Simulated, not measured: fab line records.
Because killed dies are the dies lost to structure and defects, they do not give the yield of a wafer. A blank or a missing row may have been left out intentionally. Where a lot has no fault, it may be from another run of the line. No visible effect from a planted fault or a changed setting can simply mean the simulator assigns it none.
fab line records + flow nand-harc + part 2 of 2: steps 43 to 43 of 43
[record]
- lots = 6
- wafers = 18
- last-day = 24
route steps=1159 shown A_CONTACT@912 END@1159
lots untouched by any fault: they come from a run of this same line in which no faults occurred
start-h: hours from the record's first day to the start of the lot's first wafer shown + wait-h: hours from the lot's prior step to this one + " identical to the entry in the row above + L1.1+2: a row that stands for several wafers + - no value, or no start was given + * or withheld: withheld + < > ~ a bound
route shown NAME@n: NAME is a module with steps in the file, n the number in the route of the first one + usual: mean/standard deviation of fault-free wafers + same: alike in all rows + chamber/n: place in a boat + sites: per-site readings + _std_site: the values' standard deviation + _edge_site: the outer-site mean with the inner-site mean subtracted + radius-mm: how far each site lies from the wafer's centre + mask NAME#n: copy n + behind: the last tool/chamber to shape the wafer + hold: cause of the lot's hold/its duration in hours/its outcome + device: which transistor (n, p or np) failed to switch + end of line: the same wafers' tests at the end of the route + where a step has no rows: the recipe by itself + killed: dies lost to structure and defects at the first sort, not the wafer's yield + map: a wafer's dies, x killed, . not, _ none there
set.NAME: the setting as run; set.NAME@STEP: as run at that earlier step + model.NAME: the simulator's own value behind a step, which no gauge read
lots at some steps of the route; a table a step, a row a wafer
services: from which hour (start-h, from the record's first day; less than 0 if before it) a tool's chamber was out of use, for how many hours, and why
[[steps]]
[step NHARC_END_SORT_01]
[recipe]
- temp-c = 25
[usual]
- killed-at-array = 28/10
- killed-at-other = 0.5/0.82
- killed-at-periphery = 3.4/2.2
- killed-dies = 31/10
- killed-open = 3.4/1.9
- killed-short = 1.9/1.3
[same]
- gross-dies = 677
| lot.wafer | tool      | chamber | start-h | wait-h | hold                     | killed-at-array | killed-at-other | killed-at-periphery | killed-dies | killed-open | killed-short |
|-----------|-----------|---------|---------|--------|--------------------------|-----------------|-----------------|---------------------|-------------|-------------|--------------|
| L921.1    | prober-01 | 0       | 457.15  | 2.5    | -                        | 25              | 1               | 4                   | 30          | 3           | 1            |
| L921.2    | prober-01 | 0       | 457.95  | 2.8    | -                        | 13              | 0               | 2                   | 15          | 3           | 0            |
| L921.3    | prober-01 | 0       | 458.75  | 3.1    | -                        | 17              | 0               | 3                   | 20          | 5           | 1            |
| L922.2    | prober-02 | 0       | 474.79  | 2.8    | -                        | 17              | 0               | 1                   | 18          | 2           | 1            |
| L922.3    | prober-02 | 0       | 475.60  | 3.1    | -                        | 26              | 0               | 4                   | 30          | 3           | 2            |
| L922.4    | prober-02 | 0       | 476.40  | 3.4    | -                        | 20              | 0               | 6                   | 26          | 7           | 1            |
| L929.1    | prober-01 | 0       | 499.44  | 2.5    | await-dispo/0.6h/release | 80              | 1               | 2                   | 83          | 1           | 3            |
| L929.2    | prober-01 | 0       | 500.23  | 2.8    | await-dispo/0.6h/release | 23              | 0               | 1                   | 24          | 1           | 2            |
| L929.3    | prober-01 | 0       | 501.03  | 3.1    | await-dispo/0.6h/release | 52              | 0               | 3                   | 55          | 3           | 1            |
| L927.1    | prober-02 | 0       | 499.49  | 2.5    | await-dispo/1.2h/release | 69              | 0               | 3                   | 72          | 5           | 1            |
| L927.2    | prober-02 | 0       | 500.29  | 2.8    | await-dispo/1.2h/release | 23              | 0               | 5                   | 28          | 3           | 6            |
| L927.4    | prober-02 | 0       | 501.88  | 3.4    | await-dispo/1.2h/release | 14              | 1               | 1                   | 16          | 1           | 1            |
| L935.2    | prober-01 | 0       | 554.22  | 2.8    | -                        | 44              | 1               | 3                   | 48          | 2           | 2            |
| L935.4    | prober-01 | 0       | 555.84  | 3.4    | -                        | 47              | 2               | 2                   | 51          | 3           | 1            |
| L935.5    | prober-01 | 0       | 556.66  | 3.8    | -                        | 50              | 1               | 6                   | 57          | 4           | 3            |
| L942.1    | prober-02 | 0       | 573.13  | 2.5    | -                        | 47              | 0               | 2                   | 49          | 3           | 0            |
| L942.2    | prober-02 | 0       | 573.94  | 2.8    | -                        | 39              | 2               | 2                   | 43          | 2           | 3            |
| L942.5    | prober-02 | 0       | 576.35  | 3.7    | -                        | 39              | 1               | 1                   | 41          | 3           | 2            |
// killed by level:class
L921.1 A_SLIT:chamber-film-flake=14 P_BONDPAD:chamber-film-flake=3 A_CHANNEL_HOLE_D1:chamber-film-flake=3 A_CONTACT:chamber-film-flake=3 A_ONON_D1:geometric-particle:open=1 A_WL_FILL:geometric-particle:short=1 A_CONTACT:geometric-particle:open=1 A_M0:geometric-particle:open=1
L921.2 A_SLIT:chamber-film-flake=6 A_SOURCE_PLATE:geometric-particle:open=2 P_BONDPAD:chamber-film-flake=2 A_CHANNEL_HOLE_D1:chamber-film-flake=2 A_STAIRCASE:chamber-film-flake=2 A_CONTACT:geometric-particle:open=1
L921.3 A_CHANNEL_HOLE_D1:chamber-film-flake=5 A_SLIT:chamber-film-flake=3 A_STAIRCASE:chamber-film-flake=2 P_CONTACT:geometric-particle:open=1 A_WL_FILL:geometric-particle:short=1 A_WL_FILL:geometric-particle:open=1 A_CONTACT:geometric-particle:open=1 A_BLC:geometric-particle:open=1
L922.2 A_CHANNEL_HOLE_D1:chamber-film-flake=11 A_WL_FILL:chamber-film-flake=2 A_CHANNEL_FILL_D1:geometric-particle:open=1 A_CONTACT:geometric-particle:short=1 A_CONTACT:geometric-particle:open=1 P_GATE:chamber-film-flake=1 A_CHANNEL_FILL_D1:chamber-film-flake=1
L922.3 A_CHANNEL_HOLE_D1:chamber-film-flake=17 A_STAIRCASE:chamber-film-flake=2 P_CONTACT:geometric-particle:short=1 P_M1:geometric-particle:open=1 A_ONON_D1:geometric-particle:open=1 A_CHANNEL_FILL_D1:geometric-particle:short=1 A_CONTACT:geometric-particle:open=1 P_GATE:chamber-film-flake=1
L922.4 A_CHANNEL_HOLE_D1:chamber-film-flake=11 A_CONTACT:chamber-film-flake=3 P_STI:geometric-particle:open=2 P_CONTACT:geometric-particle:open=2 A_CONTACT:geometric-particle:open=2 A_CHANNEL_HOLE_D1:geometric-particle:short=1 A_STAIRCASE:geometric-particle:open=1 P_ZERO_WELL:chamber-film-flake=1
L929.1 A_CONTACT:area-dep=56 A_SLIT:chamber-film-flake=6 A_WL_FILL:chamber-film-flake=6 A_CHANNEL_HOLE_D1:chamber-film-flake=3 A_STAIRCASE:chamber-film-flake=3 A_CONTACT:chamber-film-flake=2 A_M1:chamber-film-flake=2 P_STI:geometric-particle:open=1
L927.1 A_CONTACT:area-dep=49 A_CONTACT:chamber-film-flake=8 A_CHANNEL_HOLE_D1:chamber-film-flake=3 A_STAIRCASE:chamber-film-flake=3 P_CONTACT:geometric-particle:open=1 P_M0:geometric-particle:open=1 A_ONON_D1:geometric-particle:open=1 A_CHANNEL_FILL_D1:geometric-particle:short=1
L929.2 A_SLIT:chamber-film-flake=11 A_STAIRCASE:chamber-film-flake=4 A_CONTACT:chamber-film-flake=3 A_WL_FILL:chamber-film-flake=2 P_M0:geometric-particle:open=1 A_CHANNEL_FILL_D1:geometric-particle:short=1 A_M0:geometric-particle:short=1 A_CHANNEL_HOLE_D1:chamber-film-flake=1
L927.2 A_CONTACT:chamber-film-flake=7 P_STI:chamber-film-flake=3 A_STAIRCASE:chamber-film-flake=3 A_WL_FILL:geometric-particle:short=2 A_CHANNEL_HOLE_D1:chamber-film-flake=2 A_CHANNEL_FILL_D1:chamber-film-flake=2 A_M1:chamber-film-flake=2 P_STI:geometric-particle:short=1
L929.3 A_CONTACT:area-dep=30 A_SLIT:chamber-film-flake=9 A_ONON_D1:geometric-particle:open=3 A_CONTACT:chamber-film-flake=3 P_GATE:chamber-film-flake=2 A_CHANNEL_HOLE_D1:chamber-film-flake=2 A_WL_FILL:chamber-film-flake=2 A_M1:chamber-film-flake=2
L927.4 A_CHANNEL_HOLE_D1:chamber-film-flake=3 A_CONTACT:chamber-film-flake=3 A_STAIRCASE:chamber-film-flake=3 A_M1:chamber-film-flake=3 A_CHANNEL_FILL_D1:chamber-film-flake=2 P_GATE:geometric-particle:open=1 STARTING-WAFER:geometric-particle:short=1
L935.2 A_CHANNEL_HOLE_D1:chamber-film-flake=20 A_SLIT:chamber-film-flake=18 A_CONTACT:chamber-film-flake=3 P_GATE:geometric-particle:open=1 P_M0:geometric-particle:short=1 A_SGD_CUT:geometric-particle:open=1 A_WL_FILL:geometric-particle:short=1 P_GATE:chamber-film-flake=1
L935.4 A_SLIT:chamber-film-flake=20 A_CHANNEL_HOLE_D1:chamber-film-flake=10 A_STAIRCASE:chamber-film-flake=6 A_CONTACT:chamber-film-flake=3 A_CHANNEL_FILL_D1:chamber-film-flake=2 A_WL_FILL:chamber-film-flake=2 THIN_TSV:chamber-film-flake=2 A_CHANNEL_HOLE_D1:geometric-particle:open=1
L935.5 A_CHANNEL_HOLE_D1:chamber-film-flake=19 A_SLIT:chamber-film-flake=13 A_CONTACT:chamber-film-flake=9 P_GATE:chamber-film-flake=3 A_STAIRCASE:chamber-film-flake=3 P_STI:geometric-particle:open=1 P_CONTACT:geometric-particle:short=1 A_ONON_D1:geometric-particle:open=1
L942.1 A_CHANNEL_HOLE_D1:chamber-film-flake=24 A_SLIT:chamber-film-flake=16 A_STAIRCASE:chamber-film-flake=3 A_CONTACT:chamber-film-flake=3 P_CONTACT:geometric-particle:open=2 A_CONTACT:geometric-particle:open=1
L942.2 A_CHANNEL_HOLE_D1:chamber-film-flake=23 A_SLIT:chamber-film-flake=9 A_CONTACT:chamber-film-flake=4 P_GATE:geometric-particle:short=1 P_GATE:geometric-particle:open=1 A_CHANNEL_FILL_D1:geometric-particle:short=1 A_M0:geometric-particle:open=1 STARTING-WAFER:geometric-particle:short=1
L942.5 A_CHANNEL_HOLE_D1:chamber-film-flake=16 A_SLIT:chamber-film-flake=12 A_CONTACT:chamber-film-flake=5 A_STAIRCASE:chamber-film-flake=2 P_CONTACT:geometric-particle:open=1 A_ONON_D1:geometric-particle:short=1 A_WL_FILL:geometric-particle:short=1 A_CONTACT:geometric-particle:open=1
// map L927.1 (x killed, . not)
____________.____________
_________x......_________
_______..x....xx.._______
______.....x...x...______
_____.....x..x......_____
____.........xx......____
____.................____
___..........x..x.....___
___...........x......x___
__.............x...x...__
__..........x..x..x....__
_........x......x....xx._
_.....................x._
_.....x.x......x...x...x_
_......x.x.....x........_
_x...xx........xx.x....._
........x....x.........x.
..............xx....x...x
x....xx..................
....x...x......x...x.xxx.
................xx....x..
_......................._
_......................._
_............x.......x.._
_...................x..._
_...........x.......xx.._
__................x....__
__.............xx....x.__
___...................___
___...................___
____......x....x.....____
____.......x.........____
_____..............._____
______.............______
_______..........._______
_________...x..._________
____________.____________
// map L929.1 (x killed, . not)
____________.____________
_________x...xxx_________
_______.......xxxx_______
______.x........x.x______
_____......x...xxx.._____
____...x...x....x.x..____
____.................____
___x.x.......x.x....x.___
___...x..........x....___
__........xx...........__
__...x..x..x...........__
_......x................_
_....x.................._
_.......x..............._
_.................x.x..._
_......x.x......x......._
.x....................x..
.................x......x
....x.x...x..............
..........x....x.........
....x.....x.....x..x.....
_.x.x....x..x..........._
_....xx.....x..........._
_........xx...x........._
_.x.x............x....x._
_...............x..x...._
__.....................__
__...x.......x....x..x.__
___..x......x.x.....x.___
___..............x....___
____....x.........x..____
____..........x......____
_____..........x...x_____
______.........x...______
_______..........._______
_________......._________
____________.____________
[[services]]
| tool            | chamber | start-h | hours | kind   |
|-----------------|---------|---------|-------|--------|
| rie-diel-07     | 0       | 359.95  | -     | clean  |
| rie-diel-07     | 1       | 359.95  | -     | clean  |
| rie-diel-07     | 2       | 359.95  | -     | clean  |
| rie-diel-07     | 3       | 359.95  | -     | clean  |
| pecvd-04        | -       | 377.58  | 13.0  | pm     |
| rie-diel-07     | 0       | 384.45  | -     | clean  |
| rie-diel-07     | 1       | 384.45  | -     | clean  |
| rie-diel-07     | 2       | 384.45  | -     | clean  |
| rie-diel-07     | 3       | 384.45  | -     | clean  |
| rie-diel-06     | -       | 390.24  | 1.4   | repair |
| har-cap-etch-01 | -       | 394.75  | 0.2   | repair |
| pecvd-01        | -       | 395.62  | 1.7   | repair |
| pecvd-04        | -       | 397.49  | 0.5   | repair |
| rie-diel-07     | -       | 405.20  | 9.0   | pm     |
| pecvd-01        | -       | 418.19  | 13.0  | pm     |
| rie-diel-06     | -       | 418.43  | 9.0   | pm     |
| rie-diel-02     | 3       | 427.16  | 5.2   | repair |
| rie-diel-07     | 0       | 439.06  | 1.8   | repair |
| rie-diel-06     | 2       | 464.28  | 9.1   | repair |
| rie-diel-07     | 2       | 495.11  | 1.8   | repair |
| rie-diel-02     | -       | 506.09  | 9.0   | pm     |
| har-cap-etch-03 | -       | 506.98  | 0.5   | repair |
| pecvd-01        | -       | 510.47  | 7.5   | repair |
| pecvd-02        | -       | 515.22  | 13.0  | pm     |
[[key]]
[first-sign]
- step = NHARC_END_SORT_01
- reading = killed-at-array
- direction = up
- sigmas = 3.8
- usual = 28
- struck = 67
[effect]
- step = NHARC_END_SORT_01
- reading = killed-dies
- direction = up
- sigmas = 3.7
- usual = 31
- struck = 70
[more-kills-born-at]
- NHARC_A_CONTACT_DEP_85@pecvd-04 = 135
met-at NHARC_A_CONTACT_DEP_85
struck-wafers L927.1,L929.1,L929.3
tester-left-out L927,L929
[fault]
- kind = process-parameter-drift
- tool = pecvd-04
- chamber = -
- onset-h = 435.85
- steps = NHARC_A_CONTACT_DEP_85
- channel = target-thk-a
- offset = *
- shape = step
- end-h = 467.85
- scope = struck-wafers-only
- acts-in = *
- stated = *
// tester-left-out: of these lots the tester's yield and bins aren't shown, on N5 and GAA mostly nor the transistor test; their killed dies are dies lost to structure and defects alone, not to doping, threshold or leakage, so they don't give the yield
